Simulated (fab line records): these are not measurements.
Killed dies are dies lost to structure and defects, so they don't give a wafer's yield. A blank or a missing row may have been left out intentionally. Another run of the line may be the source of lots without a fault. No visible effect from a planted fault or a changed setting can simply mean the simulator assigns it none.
2 desks looking at one fault / flow n5 finfet / numbers are kept per desk, each desk with only its own; the story behind them comes last

METROLOGY DESK
Means of the sampled wafers that have a number, per lot and without regard to the tool the lot ran on: this is what the gauges read. Marked OUT: a lot whose mean sits more than 4 standard deviations from the usual mean, which makes it out of limits; the brackets give that distance.
Columns: A = M6_ILD_THK at N5_BEOL_M6_THK_MEAS_01, usual 154.5 nm
lot=L263; first seen here=day 10 22:09; A=154.4
lot=L265; first seen here=day 11 15:31; A=154.6
lot=L267; first seen here=day 11 20:14; A=154.5
lot=L270; first seen here=day 13 14:07; A=151.1
lot=L272; first seen here=day 13 23:27; A=155.9
lot=L274; first seen here=day 13 23:53; A=153.4
lot=L273; first seen here=day 14 05:31; A=153.1
lot=L275; first seen here=day 14 08:38; A=156.0
lot=L278; first seen here=day 14 15:41; A=154.2
lot=L277; first seen here=day 15 04:02; A=156.2
lot=L283; first seen here=day 16 16:16; A=155.0
Finding of this desk: none of the 11 lots has anything out of limits.

DESK OF THE TOOL OWNER: arfi scanner-02
The tool's own readings at N5_BEOL_M6_EXPOSE_08 (exposes mask M6): means of the sampled wafers that have a number, for each lot that ran on this tool. Marked OUT: a lot whose mean sits more than 4 standard deviations from the usual mean, which makes it out of limits; the brackets give that distance.
Columns: A = exposure dose mJ cm2 at N5_BEOL_M6_EXPOSE_08, usual 68.18; B = stage vel mm s at N5_BEOL_M6_EXPOSE_08, usual 499.97 mm/s
lot=L265; first seen here=day 11 16:59; A=68.16; B=500.14
lot=L267; first seen here=day 11 21:25; A=68.19; B=500.02
lot=L272; first seen here=day 14 01:17; A=67.00 (-15) OUT; B=499.96
lot=L273; first seen here=day 14 06:22; A=67.20 (-12) OUT; B=499.79
This desk finds L272, L273 out of limits, L272 being first, at day 14 01:17 (exposure dose mJ cm2 at N5_BEOL_M6_EXPOSE_08). In limits: L265, L267.

PUT TOGETHER
An alarm could have come from the tool owner's desk at day 14 01:17, on L272, L273.
From the metrology desk's view, nothing was out of limits.
The metrology desk holds a record of L272, L273, inside its limits.
The lots listed all ran N5_BEOL_M6_EXPOSE_08 on arfi scanner-02.

WHAT HAD BEEN PUT IN BY THE SIMULATOR
Process parameter drift: arfi scanner-02, from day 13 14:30 on, at N5_BEOL_M6_EXPOSE_08. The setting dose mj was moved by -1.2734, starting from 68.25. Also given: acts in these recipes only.
Shown lots that were struck: L272, L273.
Time in hours from fault onset to the first out-of-limits reading at each desk: the tool owner's desk, 11.
